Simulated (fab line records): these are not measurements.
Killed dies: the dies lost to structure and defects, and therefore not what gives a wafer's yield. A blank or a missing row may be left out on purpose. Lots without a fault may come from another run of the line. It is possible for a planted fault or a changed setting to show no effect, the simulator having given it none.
fab line records | flow n5_finfet
record lots=11 | wafers=33 | last_day=18
route steps=1938 shown MIM_TOP_LITHO@1850 PASS1_CAP@1873 PAD_METAL@1895 PASSIVATION@1935
lots untouched by any fault: they come from a run of this same line in which no faults occurred
start_h: the number of hours between the record's first day and the start of the first shown wafer of the lot | wait_h: hours elapsed since this lot's preceding step | " identical to the entry in the row above | L1.1+2: a single row standing in for several wafers | - value missing, or start not given | * or withheld: withheld | < > ~ a bound
route shown NAME@n: a module of which the file shows steps, and the number in the route of the first | usual: mean and standard deviation over wafers with no fault | same: alike in all rows | chamber/n: place in a boat | sites: readings site by site | _std_site: their standard deviation | _edge_site: mean of outer sites minus mean of inner sites | radius_mm: how far each site lies from the wafer's centre | mask NAME#n: copy n | behind: tool/chamber where the wafer was last shaped | hold: cause of the lot's hold/its duration in hours/its outcome | device: which transistor (n, p or np) failed to switch | end of line: at the end of the route, the tests of the same wafers | a step given without rows: its recipe and nothing more | killed: the dies lost at the first sort to structure and to defects; this is not the yield of the wafer | map: shows each die of a wafer: x if killed, . if not, _ if none is there
set.NAME: setting as actually run; set.NAME@STEP: the setting as run at that earlier step | model.NAME: the simulator's own value behind a step, which no gauge read
a sample of lots followed through the steps of the route, with each step as a table and each wafer as a row
services: the hour from which a tool's chamber was out of use, counted from the record's first day as start_h (under 0 if before that day), plus the number of hours and why
## steps
# step N5_MIM_TOP_LITHO_DESCUM_10
# recipe chemistry=O2 | time_s=7.9 | source_power_w=50 | bias_power_w=20 | pressure_mtorr=20 | rf_frequency_hz=2.712e+07 | temp_c=40 | o2_flow_sccm=225
# usual drypump_motor_current_A=5.7/0.46 | oes_product_au=0.78/0.08 | rf_vpp_V=243.3/1.4 | showerhead_plenum_p_Torr=2.10/0.076 | throttle_valve_pct=20.43/0.23
lot.wafer | tool        | chamber | start_h | wait_h | drypump_motor_current_A | oes_product_au | rf_hours_counter_h | rf_vpp_V | showerhead_plenum_p_Torr | throttle_valve_pct
L549.1    | rie_diel-06 | 2       | 272.97  | 0.0    | 5.4                     | 0.71           | 210                | 243.1    | 2.16                     | 20.86
L549.2    | "           | 0       | "       | "      | 5.7                     | 0.85           | 57                 | 239.9    | 2.04                     | 20.28
L549.5    | "           | 3       | "       | "      | 6.4                     | 0.74           | -                  | 242.7    | 2.08                     | 20.68
L550.2    | rie_diel-02 | 3       | 274.92  | 0.0    | 5.9                     | 0.73           | 164                | 242.5    | 2.00                     | 20.29
L550.4    | "           | 1       | "       | "      | 6.5                     | 0.69           | 250                | 243.6    | 2.14                     | 20.54
L550.5    | "           | 0       | "       | "      | 5.5                     | 0.91           | -                  | 245.5    | 2.22                     | 20.09
L552.1    | rie_diel-06 | 2       | 283.91  | 0.0    | 5.4                     | 0.70           | 215                | 244.3    | 2.16                     | 20.88
L552.4    | "           | 2       | "       | "      | 5.4                     | 0.70           | -                  | 243.5    | 2.16                     | 20.86
L552.5    | "           | 0       | "       | "      | 5.7                     | 0.85           | -                  | 241.5    | 2.03                     | 20.28
L558.1    | rie_diel-02 | 1       | 301.60  | 0.0    | 6.5                     | 0.96           | 2                  | 243.8    | 2.14                     | 20.15
L558.3    | "           | 3       | "       | "      | 5.9                     | 0.72           | 175                | 241.7    | 2.00                     | 20.30
L558.6    | "           | 0       | "       | "      | 5.5                     | 0.88           | -                  | 245.2    | 2.22                     | 20.10
L557.2    | rie_diel-02 | 3       | 319.37  | 0.0    | 5.9                     | 0.73           | 181                | 241.9    | 2.00                     | 20.31
L557.5    | "           | 1       | "       | "      | 6.5                     | 0.95           | -                  | 244.2    | 2.14                     | 20.17
L557.6    | "           | 2       | "       | "      | 6.1                     | 0.74           | -                  | 245.0    | 2.18                     | 20.41
L561.1    | rie_diel-01 | 2       | 349.83  | 0.0    | 5.0                     | 0.90           | 28                 | 243.0    | 2.13                     | 20.42
L561.4    | "           | 1       | "       | "      | 5.6                     | 0.77           | -                  | 244.8    | 2.18                     | 20.26
L561.5    | "           | 3       | "       | "      | 6.2                     | 0.71           | -                  | 243.8    | 2.17                     | 20.50
L564.1    | rie_diel-01 | 2       | 352.62  | 0.7    | 5.0                     | 0.90           | 30                 | 244.6    | 2.13                     | 20.43
L564.2    | "           | 3       | "       | "      | 6.2                     | 0.71           | 195                | 244.4    | 2.17                     | 20.53
L564.3    | "           | 1       | "       | "      | 5.6                     | 0.76           | 125                | 245.5    | 2.18                     | 20.25
L569.1    | rie_diel-02 | 3       | 369.23  | 0.0    | 5.9                     | 0.70           | 200                | 242.4    | 1.99                     | 20.32
L569.2    | "           | 2       | "       | "      | 6.1                     | 0.73           | 177                | 244.4    | 2.18                     | 20.44
L569.3    | "           | 1       | "       | "      | 6.5                     | 0.89           | 27                 | 244.0    | 2.13                     | 20.21
L567.1    | rie_diel-06 | 1       | 373.50  | 0.0    | 5.0                     | 0.82           | 82                 | 242.2    | 2.02                     | 20.23
L567.4    | "           | 1       | "       | "      | 5.0                     | 0.82           | -                  | 241.7    | 2.02                     | 20.24
L567.6    | "           | 0       | "       | "      | 5.7                     | 0.82           | -                  | 242.8    | 2.02                     | 20.32
L570.1    | rie_diel-06 | 1       | 390.76  | 0.0    | 5.0                     | 0.81           | 90                 | 242.2    | 2.01                     | 20.27
L570.3    | "           | 3       | "       | "      | 6.4                     | 0.72           | 199                | 243.4    | 2.07                     | 20.73
L570.4    | "           | 0       | "       | "      | 5.7                     | 0.81           | -                  | 242.6    | 2.02                     | 20.34
L565.3    | rie_diel-06 | 2       | 413.52  | 0.0    | 5.4                     | 1.01           | 2                  | 244.4    | 2.14                     | 20.54
L565.4    | "           | 3       | "       | "      | 6.4                     | 0.71           | 208                | 244.0    | 2.06                     | 20.77
L565.6    | "           | 3       | "       | "      | 6.4                     | 0.71           | -                  | 241.6    | 2.06                     | 20.75
# step N5_PASSIVATION_PECVD_55
# recipe material=SiO2 | target_thk_a=4000 | temp_c=400 | precursor=SiH4/N2O | pressure_torr=2.7 | rf_w=608 | time_s=22.5
# usual heater_power_w=675/88 | showerhead_plenum_p_Torr=8.13/0.097 | throttle_valve_pct=51.3/2.9
lot.wafer | tool     | chamber | start_h | wait_h | heater_power_w | showerhead_plenum_p_Torr | throttle_valve_pct
L549.1    | pecvd-04 | 1       | 274.63  | 0.0    | 729            | 8.12                     | 48.2
L549.2    | "        | 2       | "       | "      | 710            | 8.12                     | 48.3
L549.5    | "        | 0       | "       | "      | 570            | 8.07                     | 50.4
L550.2    | pecvd-03 | 1       | 276.54  | 0.0    | 686            | 8.22                     | 56.7
L550.4    | "        | 0       | "       | "      | 799            | 8.23                     | 52.8
L550.5    | "        | 2       | "       | "      | 710            | 8.06                     | 48.3
L552.1    | pecvd-03 | 0       | 286.18  | 0.0    | 731            | 8.23                     | 52.9
L552.4    | "        | 0       | "       | "      | 745            | 8.24                     | 53.0
L552.5    | "        | 1       | "       | "      | 642            | 8.22                     | 56.4
L558.1    | pecvd-04 | 2       | 303.36  | 0.0    | 860            | 8.10                     | 48.5
L558.3    | "        | 1       | "       | "      | 779            | 8.09                     | 48.1
L558.6    | "        | 2       | "       | "      | 702            | 8.10                     | 48.7
L557.2    | pecvd-02 | 0       | 321.12  | 0.0    | 700            | 8.01                     | 52.9
L557.5    | "        | 1       | "       | "      | 596            | 8.30                     | 54.8
L557.6    | "        | 0       | "       | "      | 712            | 8.01                     | 52.6
L561.1    | pecvd-03 | 2       | 351.50  | 0.0    | 691            | 8.06                     | 48.4
L561.4    | "        | 2       | "       | "      | 694            | 8.05                     | 48.6
L561.5    | "        | 1       | "       | "      | 556            | 8.22                     | 56.5
L564.1    | pecvd-04 | 2       | 354.39  | 0.0    | 715            | 8.10                     | 49.2
L564.2    | "        | 1       | "       | "      | 798            | 8.10                     | 48.5
L564.3    | "        | 0       | "       | "      | 555            | 8.10                     | 50.3
L569.1    | pecvd-04 | 0       | 370.86  | 0.0    | 578            | 8.07                     | 50.3
L569.2    | "        | 1       | "       | "      | 774            | 8.11                     | 48.2
L569.3    | "        | 2       | "       | "      | 746            | 8.10                     | 49.0
L567.1    | pecvd-04 | 1       | 375.15  | 0.0    | 751            | 8.11                     | 48.1
L567.4    | "        | 0       | "       | "      | 577            | 8.11                     | 50.2
L567.6    | "        | 1       | "       | "      | 753            | 8.09                     | 48.4
L570.1    | pecvd-03 | 1       | 392.45  | 0.0    | 682            | 8.21                     | 56.8
L570.3    | "        | 2       | "       | "      | 665            | 8.07                     | 48.4
L570.4    | "        | 2       | "       | "      | 709            | 8.05                     | 48.5
L565.3    | pecvd-04 | 1       | 415.51  | 0.0    | 765            | 8.11                     | 48.3
L565.4    | "        | 2       | "       | "      | 836            | 8.09                     | 49.3
L565.6    | "        | 1       | "       | "      | 793            | 8.12                     | 48.4
# step N5_PASSIVATION_SPUTTER_20
# recipe material=TaN | target_thk_a=500 | temp_c=25 | chamber_pressure_pa=0.4
# usual throttle_valve_pct=30.4/1.3
lot.wafer | tool           | chamber | start_h | wait_h | throttle_valve_pct
L549.1    | pvd_sputter-02 | -       | 277.75  | 0.0    | 28.2
L549.2    | "              | -       | "       | "      | 30.5
L549.5    | "              | -       | "       | "      | 30.1
L550.2    | pvd_sputter-02 | -       | 278.17  | 0.0    | 30.5
L550.4    | "              | -       | "       | "      | 30.7
L550.5    | "              | -       | "       | "      | 28.4
L552.1    | pvd_sputter-01 | -       | 289.08  | 0.0    | 29.1
L552.4    | "              | -       | "       | "      | 30.2
L552.5    | "              | -       | "       | "      | 30.2
L558.1    | pvd_sputter-03 | -       | 304.84  | 0.0    | 31.9
L558.3    | "              | -       | "       | "      | 32.7
L558.6    | "              | -       | "       | "      | 29.1
L557.2    | pvd_sputter-01 | -       | 325.66  | 0.0    | 30.3
L557.5    | "              | -       | "       | "      | 30.2
L557.6    | "              | -       | "       | "      | 29.5
L564.1    | pvd_sputter-01 | -       | 356.36  | 0.0    | 30.0
L564.2    | "              | -       | "       | "      | 30.2
L564.3    | "              | -       | "       | "      | 30.1
L561.1    | pvd_sputter-03 | -       | 358.84  | 0.0    | 32.6
L561.4    | "              | -       | "       | "      | 32.0
L561.5    | "              | -       | "       | "      | 30.1
L569.1    | pvd_sputter-03 | -       | 373.91  | 0.0    | 30.1
L569.2    | "              | -       | "       | "      | 32.8
L569.3    | "              | -       | "       | "      | 29.1
L567.1    | pvd_sputter-03 | -       | 377.06  | 0.0    | 31.7
L567.4    | "              | -       | "       | "      | 30.0
L567.6    | "              | -       | "       | "      | 29.2
L570.1    | pvd_sputter-03 | -       | 395.27  | 0.0    | 29.0
L570.3    | "              | -       | "       | "      | 30.1
L570.4    | "              | -       | "       | "      | 31.8
L565.3    | pvd_sputter-03 | -       | 419.37  | 0.0    | 31.9
L565.4    | "              | -       | "       | "      | 32.7
L565.6    | "              | -       | "       | "      | 30.0
# step N5_PASSIVATION_ANNEAL_56
# recipe temp_c=400 | time_s=1800 | ambient=FGA | idle_temp_c=300 | ramp_up_c_per_min=5 | ramp_down_c_per_min=3
# usual spike_tc_bottom_C=422.0/2.5 | spike_tc_centre_C=401.6/1.7
lot.wafer | tool       | chamber | start_h | wait_h | spike_tc_bottom_C | spike_tc_centre_C
L549.1    | furnace-03 | 0       | 281.44  | 0.0    | 422.9             | 404.4
L549.2    | "          | 0       | "       | "      | 421.0             | 403.7
L549.5    | "          | 0       | "       | "      | 422.9             | 403.5
L550.2    | furnace-02 | 0       | 281.77  | 0.0    | 426.7             | 400.4
L550.4    | "          | 0       | "       | "      | 423.9             | 400.7
L550.5    | "          | 0       | "       | "      | 424.7             | 400.6
L552.1    | furnace-02 | -       | 293.15  | 0.0    | -                 | -
L552.4    | "          | -       | "       | "      | -                 | -
L552.5    | "          | -       | "       | "      | -                 | -
L558.1    | furnace-01 | -       | 308.62  | 0.0    | -                 | -
L558.3    | "          | -       | "       | "      | -                 | -
L558.6    | "          | -       | "       | "      | -                 | -
L557.2    | furnace-03 | 0       | 329.16  | 0.0    | 419.6             | 403.5
L557.5    | "          | 0       | "       | "      | 424.1             | 404.2
L557.6    | "          | 0       | "       | "      | 423.3             | 403.0
L564.1    | furnace-03 | 0       | 360.08  | 0.0    | 422.5             | 405.1
L564.2    | "          | 0       | "       | "      | 420.9             | 405.9
L564.3    | "          | 0       | "       | "      | 422.9             | 403.3
L561.1    | furnace-01 | 0       | 362.99  | 0.0    | 419.0             | 404.2
L561.4    | "          | 0       | "       | "      | 418.5             | 403.1
L561.5    | "          | 0       | "       | "      | 419.6             | 400.5
L569.1    | furnace-01 | 0       | 378.04  | 0.0    | 418.1             | 401.2
L569.2    | "          | 0       | "       | "      | 419.6             | 401.5
L569.3    | "          | 0       | "       | "      | 419.3             | 401.4
L567.1    | furnace-01 | 0       | 382.04  | 0.0    | 421.9             | 403.8
L567.4    | "          | 0       | "       | "      | 418.5             | 401.2
L567.6    | "          | 0       | "       | "      | 418.8             | 401.8
L570.1    | furnace-02 | 0       | 398.81  | 0.0    | 425.0             | 400.4
L570.3    | "          | 0       | "       | "      | 423.3             | 399.1
L570.4    | "          | 0       | "       | "      | 425.2             | 400.8
L565.3    | furnace-02 | 0       | 423.91  | 0.0    | 424.6             | 401.8
L565.4    | "          | 0       | "       | "      | 423.7             | 399.8
L565.6    | "          | 0       | "       | "      | 424.6             | 399.9
## services
tool           | chamber | start_h | hours | kind
pecvd-04       | 2       | 249.51  | 2.1   | scheduled_down
pecvd-03       | 2       | 250.98  | 2.1   | scheduled_down
furnace-01     | -       | 252.42  | 8.6   | repair
rie_diel-06    | 1       | 266.28  | 23.2  | repair
pecvd-03       | -       | 275.77  | 0.4   | repair
rie_diel-02    | 1       | 277.02  | -     | clean
rie_diel-02    | 1       | 277.02  | -     | consumable_replace:focus_ring
rie_diel-02    | 1       | 277.02  | 15.9  | scheduled_down
pecvd-03       | -       | 280.65  | 5.5   | pm
pecvd-04       | -       | 324.79  | 6.0   | pm
pvd_sputter-03 | -       | 340.49  | 2.0   | repair
furnace-01     | -       | 347.80  | 8.2   | repair
rie_diel-06    | 3       | 353.66  | 29.7  | repair
rie_diel-06    | 1       | 363.58  | 4.0   | repair
rie_diel-06    | 2       | 383.59  | -     | clean
rie_diel-06    | 2       | 383.59  | -     | consumable_replace:esc
rie_diel-06    | 2       | 383.59  | -     | consumable_replace:focus_ring
rie_diel-06    | 2       | 383.59  | 24.2  | scheduled_down
rie_diel-06    | 2       | 383.59  | 24.2  | vent_cycle
pecvd-02       | -       | 394.69  | 5.5   | pm
pvd_sputter-01 | -       | 402.01  | 2.4   | repair
pvd_sputter-01 | -       | 408.37  | 1.7   | repair
pecvd-04       | 0       | 414.11  | 5.5   | scheduled_down
rie_diel-06    | 2       | 419.23  | 1.2   | repair
## key
first_sign step=N5_PASSIVATION_ANNEAL_56 | reading=tool_record | direction=missing
effect none on later readings
met_at N5_PASSIVATION_ANNEAL_56
struck_lots L552,L558
not_acting_at N5_MIM_TOP_LITHO_DESCUM_10,N5_PASSIVATION_PECVD_55,N5_PASSIVATION_SPUTTER_20
onset_between 281.77 293.15
fault kind=skipped_step_whole | tool=furnace-01,furnace-02 | chamber=- | onset_h=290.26 | steps=N5_PASSIVATION_ANNEAL_56 | scope=struck_lots_only
